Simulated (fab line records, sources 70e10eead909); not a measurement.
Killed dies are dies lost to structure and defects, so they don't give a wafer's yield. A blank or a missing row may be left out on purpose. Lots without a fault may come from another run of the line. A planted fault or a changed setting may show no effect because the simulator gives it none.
Which tool did it? | flow nand_harc | 11 lots, 33 wafers sampled, at 6 steps of a route of 1159

WHAT THE GAUGES READ, wafer by wafer
NHARC_P_M0_CD_MEAS_09: target cd 90 nm. Usual: cd_nm 90.0 nm, standard deviation 0.67.
lot  | measured     | on        | cd_nm (nm)                    | flag
L679 | day 5 23:36  | cd_sem-03 | 89.4 90.1 90.5                |
L680 | day 6 10:15  | cd_sem-03 | 90.7 88.6 90.1                |
L682 | day 6 11:34  | cd_sem-02 | 89.8 89.6 89.9                |
L684 | day 6 22:44  | cd_sem-03 | 89.3 90.4 89.3                |
L683 | day 6 23:43  | cd_sem-02 | 90.0 90.0 89.6                |
L686 | day 7 06:37  | cd_sem-01 | 90.8 91.2 90.4                |
L693 | day 9 08:14  | cd_sem-02 | 89.8 89.4 89.6                |
L699 | day 10 11:49 | cd_sem-03 | 85.7 84.6 85.4 85.4 84.4 85.5 | OFF
L700 | day 10 23:21 | cd_sem-02 | 85.1 84.9 85.0 84.7 84.9 85.5 | OFF
L702 | day 11 08:05 | cd_sem-03 | 89.8 90.5 89.8                |
L701 | day 11 12:51 | cd_sem-02 | 89.3 89.4 89.6                |

NHARC_END_SORT_01. Usual: defect_limited_yield 95.4 %, standard deviation 1.8; killed_at_array 27, standard deviation 11; killed_at_other 0.7, standard deviation 1.1; killed_at_periphery 3.4, standard deviation 2.1; killed_dies 31, standard deviation 12; killed_open 3.6, standard deviation 2; killed_short 2.0, standard deviation 1.3; sort_bin_2_pct 1.5 %, standard deviation 0.71; sort_bin_3_pct 0.25 %, standard deviation 0.22; sort_bin_4_pct 2.9 %, standard deviation 1.2; sort_n_pass 646, standard deviation 12; sort_rim_yield_pct 95.0 %, standard deviation 2.5; sort_yield_pct 95.4 %, standard deviation 1.8.
lot  | measured     | on        | defect_limited_yield (%) | killed_at_array | killed_at_other | killed_at_periphery | killed_dies | killed_open | killed_short | sort_bin_2_pct (%) | sort_bin_3_pct (%) | sort_bin_4_pct (%) | sort_n_pass | sort_rim_yield_pct (%) | sort_yield_pct (%) | flag
L699 | day 25 00:59 | prober-01 | 97.6 97.6 96.2           | 16 15 20        | 0 0 1           | 0 1 5               | 16 16 26    | 1 2 3       | 1 2 2        | 0.6 0.7 1.9        | 0.30 0 0.15        | 1.5 1.6 1.8        | 661 661 651 | 95.3 95.3 95.3         | 97.6 97.6 96.2     |

WHICH TOOL RAN EACH LOT (tool, then ch and the chambers of the sampled wafers, then the start)
lot  | NHARC_P_CONTACT_CMP_01        | NHARC_P_CONTACT_DESCUM_17          | NHARC_P_M0_PEB_07                 | NHARC_P_M0_PVD_21
L679 | cmp-03 ch 0,2, day 5 07:37    | rie_diel-07 ch 0,1,3, day 5 08:38  | litho_track-04 ch 0, day 5 23:31  | pvd_sputter-03, no start
L680 | cmp-03 ch 2,3, day 5 16:44    | rie_diel-06 ch 0,1,2, day 5 17:45  | litho_track-04 ch 0, day 6 10:10  | pvd_sputter-02, no start
L682 | cmp-03 ch 0,3, day 6 01:42    | rie_diel-06 ch 1,3, day 6 02:43    | litho_track-01 ch 0, day 6 11:29  | pvd_sputter-03, no start
L684 | cmp-01 ch 1,2,3, day 6 14:07  | rie_diel-06 ch 0,1, day 6 15:07    | litho_track-01 ch 0, day 6 22:39  | pvd_sputter-03, no start
L683 | cmp-03 ch 0,1,2, day 6 15:25  | rie_diel-06 ch 0,3, day 6 16:25    | litho_track-01 ch 0, day 6 23:38  | pvd_sputter-03, no start
L686 | cmp-01 ch 0,1, day 7 01:32    | rie_diel-07 ch 0,1,2, day 7 02:34  | litho_track-01 ch 0, day 7 06:31  | pvd_sputter-01, no start
L693 | cmp-01 ch 0,1, day 9 00:53    | rie_diel-06 ch 1,2,3, day 9 01:55  | litho_track-01 ch 0, day 9 08:10  | pvd_sputter-01, no start
L699 | cmp-01 ch 0,1,3, day 10 06:46 | rie_diel-07 ch 0,1,3, day 10 07:46 | litho_track-01 ch 0, day 10 11:44 | pvd_sputter-01, day 25 00:59 or earlier
L700 | cmp-01 ch 0,1,3, day 10 18:20 | rie_diel-06 ch 0,2,3, day 10 19:21 | litho_track-01 ch 0, day 10 23:16 | pvd_sputter-03, no start
L702 | cmp-01 ch 0,2,3, day 11 03:10 | rie_diel-07 ch 0,2,3, day 11 04:02 | litho_track-06 ch 0, day 11 08:01 | pvd_sputter-01, no start
L701 | cmp-02 ch 0,1,3, day 11 03:10 | rie_diel-01 ch 1,3, day 11 04:11   | litho_track-04 ch 0, day 11 12:46 | pvd_sputter-02, no start
- NHARC_P_CONTACT_CMP_01: polishes SiO2, target thk 200 nm.
- NHARC_P_CONTACT_DESCUM_17: chemistry O2, time 3 s.
- NHARC_P_M0_PEB_07: peb time 65 s.
- NHARC_P_M0_PVD_21: deposits Cu, target thk 30 nm, time 20.49 s.

WHAT THE TOOLS THEMSELVES READ (means of the sampled wafers that have a number; where no wafer has one, the mark that the record gives instead)
NHARC_P_CONTACT_CMP_01. Usual: motor_current_A 12.3 A, standard deviation 1.4; pad_life_wafers 264, standard deviation 130; retaining_ring_pressure_frac 1.000, standard deviation 0.0055.
lot  | tool   | motor_current_A (A) | pad_life_wafers | retaining_ring_pressure_frac | flag
L679 | cmp-03 | 12.8                | 205             | 0.999                        |
L680 | cmp-03 | 12.8                | 246             | 0.997                        |
L682 | cmp-03 | 11.3                | 272             | 1.005                        |
L684 | cmp-01 | 11.7                | 278             | 0.996                        |
L683 | cmp-03 | 13.1                | 362             | 1.003                        |
L686 | cmp-01 | 13.3                | 360             | 0.995                        |
L693 | cmp-01 | 13.0                | 44              | 1.002                        |
L699 | cmp-01 | 12.4                | 272             | 1.007                        |
L700 | cmp-01 | 13.0                | 343             | 1.006                        |
L702 | cmp-01 | 12.2                | 392             | 1.005                        |
L701 | cmp-02 | 11.6                | 74              | 0.998                        |

NHARC_P_CONTACT_DESCUM_17. Usual: drypump_motor_current_A 5.8 A, standard deviation 0.37; mfc_ar_sccm 0.005 sccm, standard deviation 0.011; oes_product_au 0.993 a.u., standard deviation 0.0096; rf_vpp_V 57.6 V, standard deviation 0.9; showerhead_plenum_p_Torr 1.91 Torr, standard deviation 0.096; throttle_valve_pct 11.311 %, standard deviation 0.009.
lot  | tool        | drypump_motor_current_A (A) | mfc_ar_sccm (sccm) | oes_product_au (a.u.) | rf_vpp_V (V) | showerhead_plenum_p_Torr (Torr) | throttle_valve_pct (%) | flag
L679 | rie_diel-07 | 5.7                         | 0.015              | 0.991                 | 57.8         | 1.90                            | 11.318                 |
L680 | rie_diel-06 | 5.8                         | 0.000              | 1.002                 | 58.1         | 1.99                            | 11.312                 |
L682 | rie_diel-06 | 6.2                         | 0.000              | 0.991                 | 57.5         | 1.88                            | 11.316                 |
L684 | rie_diel-06 | 5.6                         | 0.000              | 0.994                 | 57.8         | 2.00                            | 11.309                 |
L683 | rie_diel-06 | 6.0                         | 0.000              | 0.999                 | 57.0         | 1.88                            | 11.315                 |
L686 | rie_diel-07 | 5.8                         | 0.016              | 1.001                 | 57.7         | 1.82                            | 11.303                 |
L693 | rie_diel-06 | 6.1                         | 0.000              | 0.997                 | 58.2         | 1.95                            | 11.309                 |
L699 | rie_diel-07 | 5.8                         | 0.015              | 0.992                 | 57.1         | 1.90                            | 11.302                 |
L700 | rie_diel-06 | 6.1                         | 0.000              | 0.985                 | 57.4         | 1.91                            | 11.310                 |
L702 | rie_diel-07 | 5.8                         | 0.003              | 1.002                 | 57.5         | 1.88                            | 11.314                 |
L701 | rie_diel-01 | 5.2                         | 0.018              | 0.999                 | 58.0         | 1.89                            | 11.311                 |

NHARC_P_M0_PEB_07. Usual: heater_power_total_W 156.6 W, standard deviation 0.43; plate_temp_C 100.01 C, standard deviation 0.13.
lot  | tool           | heater_power_total_W (W) | plate_temp_C (C) | flag
L679 | litho_track-04 | 156.9                    | 99.93            |
L680 | litho_track-04 | 156.7                    | 99.90            |
L682 | litho_track-01 | 156.3                    | 99.93            |
L684 | litho_track-01 | 156.4                    | 100.11           |
L683 | litho_track-01 | 156.9                    | 100.12           |
L686 | litho_track-01 | 156.2                    | 99.87            |
L693 | litho_track-01 | 156.4                    | 99.97            |
L699 | litho_track-01 | 169.0                    | -                | OFF
L700 | litho_track-01 | 168.4                    | -                | OFF
L702 | litho_track-06 | 157.0                    | 99.92            |
L701 | litho_track-04 | 156.2                    | 99.95            |

NHARC_P_M0_PVD_21. Usual: cathode_dc_power_W 5000.0 W, standard deviation 0.91; chamber_pressure_pa 5.002 Pa, standard deviation 0.011; throttle_valve_pct 29.9 %, standard deviation 1.1.
lot  | tool           | cathode_dc_power_W (W) | chamber_pressure_pa (Pa) | throttle_valve_pct (%) | flag
L679 | pvd_sputter-03 | 5001.1                 | 5.010                    | 29.3                   |
L680 | pvd_sputter-02 | 5000.7                 | 5.007                    | 29.8                   |
L682 | pvd_sputter-03 | 4999.8                 | 5.002                    | 29.4                   |
L684 | pvd_sputter-03 | 5000.5                 | 5.000                    | 29.4                   |
L683 | pvd_sputter-03 | 4999.6                 | 5.014                    | 29.3                   |
L686 | pvd_sputter-01 | 4999.7                 | 4.995                    | 30.8                   |
L693 | pvd_sputter-01 | 5000.4                 | 5.003                    | 30.4                   |
L699 | pvd_sputter-01 | 5000.2                 | 4.996                    | 30.4                   |
L700 | pvd_sputter-03 | 5001.4                 | 4.999                    | 30.0                   |
L702 | pvd_sputter-01 | 4999.8                 | 4.993                    | 29.9                   |
L701 | pvd_sputter-02 | 5000.6                 | 5.009                    | 30.4                   |

THE ANSWER, worked out from the rows above alone
Rule: a lot is off if the mean of its wafers that have a number lies more than 3 standard deviations from the usual mean. A lot without any number at a reading at which 4 lots or more have one is off too. The other lots that the step has rows for count as sound. The gauges are gone through in route order, then the tools' own readings, and for those a lot's mean is taken as printed above. The first step at which some lot is off is used, and at that step the reading that is off furthest; a lot without a number counts as furthest.
Off: L699, L700, at NHARC_P_M0_CD_MEAS_09 (cd_nm).
A tool fits if, at a process step before that reading, it ran every lot that is off, and no sound lot after the first of them. The gauges at NHARC_P_M0_CD_MEAS_09 aren't tried: what is off there is off at NHARC_P_M0_PEB_07 too, on other tools, and a gauge's error can't cause that. One fits: litho_track-01 at NHARC_P_M0_PEB_07. Its last sound lot is L693 (day 9 08:10), its first lot that is off L699 (day 10 11:44): a fault that began between those two fits.
The tool's own readings at NHARC_P_M0_PEB_07 bear it out: on the lots that are off they differ by more than 5 times the standard deviation of the sound lots' means. heater_power_total_W reads 168.7 W there against 156.6 W on the sound lots.
Blank at NHARC_P_M0_PEB_07 on the lots that are off, where sound lots have numbers: plate_temp_C.

WHAT THE SIMULATOR HAD PUT IN
Process parameter drift: litho_track-01, from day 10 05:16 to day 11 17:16, at NHARC_P_M0_PEB_07. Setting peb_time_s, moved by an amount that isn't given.
Lots struck among those shown: L699, L700. The rule above found the same.
